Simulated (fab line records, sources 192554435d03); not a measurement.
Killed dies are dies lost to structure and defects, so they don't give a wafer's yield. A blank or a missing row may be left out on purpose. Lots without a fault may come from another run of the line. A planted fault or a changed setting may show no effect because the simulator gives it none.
Chamber matching | flow n5_finfet | N5_BEOL_M8_DESCUM_33 on rie_diel-04: 4 sister chambers
The step chemistry O2, time 7 s. 8 wafers are shown with their chamber, then 7 later ones without.

WAFERS WITH THEIR CHAMBER
wafer  | chamber | drypump_motor_current_A (A) | throttle_valve_pct (%)
L075.5 | 3       | 5.6                         | 20.19
L076.4 | 1       | 5.7                         | 20.67
L082.3 | 1       | 5.7                         | 20.67
L090.2 | 0       | 6.6                         | 19.89
L090.3 | 2       | 5.7                         | 19.96
L090.5 | 2       | 5.7                         | 19.96
L093.2 | 0       | 6.6                         | 19.91
L093.4 | 3       | 5.7                         | 20.25

WAFERS WITHOUT THEIR CHAMBER
wafer  | drypump_motor_current_A (A) | throttle_valve_pct (%)
L093.6 | 5.8                         | 19.99
L096.1 | 5.7                         | 20.73
L096.2 | 6.6                         | 19.92
L096.6 | 5.7                         | 19.99
L097.2 | 5.7                         | 20.75
L097.3 | 5.7                         | 19.99
L097.5 | 6.6                         | 19.92

WHICH CHAMBER EACH WENT THROUGH
wafer  | from the rows above | in truth
L093.6 | 2                   | 2
L096.1 | 1                   | 1
L096.2 | 0                   | 0
L096.6 | 2                   | 2
L097.2 | 1                   | 1
L097.3 | 2                   | 2
L097.5 | 0                   | 0
Placed correctly: 7 of 7. Can't be placed from these rows: 0. Placed wrongly: 0.
How it was worked out, from the rows above alone: a wafer's distance from a chamber is the root of the sum, over the readings, of the square of ((its reading less the chamber's mean) divided by the reading's scatter). The wafer belongs to the nearest chamber; if the next one is less than 2 further off, it can't be placed. A chamber's mean is the mean of its shown wafers. The scatter: the root of (the sum of the squares of (reading less its chamber's mean) over the shown wafers, divided by (wafers less chambers)).
